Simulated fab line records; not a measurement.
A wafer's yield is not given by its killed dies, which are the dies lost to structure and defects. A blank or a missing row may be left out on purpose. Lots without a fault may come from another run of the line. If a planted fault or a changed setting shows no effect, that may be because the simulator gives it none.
Matching of chambers + flow n5_finfet + N5_FIN_SAQP_MANDREL_ETCH_22 on rie_si-02 has 4 sister chambers
The step etches a-Si in HBr/Cl2, stops on SiNx, target depth 60 nm, bt time 10 s, time 30 s. 4 wafers are shown with their chamber, then 12 later ones without.

WAFERS PAIRED WITH THEIR CHAMBERS
| wafer  | chamber | throttle_valve_pct (%) |
|--------|---------|------------------------|
| L081.6 | 2       | 35.50                  |
| L088.1 | 3       | 35.67                  |
| L088.2 | 0       | 35.51                  |
| L088.4 | 1       | 35.12                  |

WAFERS WITHOUT THEIR CHAMBER
| wafer  | throttle_valve_pct (%) |
|--------|------------------------|
| L089.2 | 35.53                  |
| L089.3 | 35.69                  |
| L089.5 | 35.50                  |
| L090.2 | 35.68                  |
| L090.3 | 35.14                  |
| L090.6 | 35.68                  |
| L095.4 | 35.45                  |
| L095.5 | 35.09                  |
| L095.6 | 35.48                  |
| L097.1 | 35.17                  |
| L097.2 | 35.68                  |
| L097.5 | 35.66                  |

THE CHAMBER EACH PASSED THROUGH
| wafer  | from the rows above     | in truth |
|--------|-------------------------|----------|
| L089.2 | can't be placed: 0 or 2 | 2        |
| L089.3 | 3                       | 3        |
| L089.5 | can't be placed: 2 or 0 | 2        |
| L090.2 | 3                       | 3        |
| L090.3 | 1                       | 1        |
| L090.6 | 3                       | 3        |
| L095.4 | can't be placed: 2 or 0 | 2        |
| L095.5 | 1                       | 1        |
| L095.6 | can't be placed: 2 or 0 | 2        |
| L097.1 | 1                       | 1        |
| L097.2 | 3                       | 3        |
| L097.5 | 3                       | 3        |
Placed correctly: 8 of 12. Cannot be placed on the basis of these rows: 4; the candidates contain the true chamber in 4. 0 placed wrongly.
How it was worked out, from the rows above alone: a wafer's distance from a chamber is the root of the sum, over the readings, of the square of ((its reading less the chamber's mean) divided by the reading's scatter). If the next closest chamber is less than 2 further off than the closest, the wafer can't be placed; otherwise it belongs to the closest. A chamber's mean is the mean of its shown wafers. The scatter: with one shown wafer a chamber, the root of the mean of the squares of how far each hidden wafer lies from its nearest shown one.
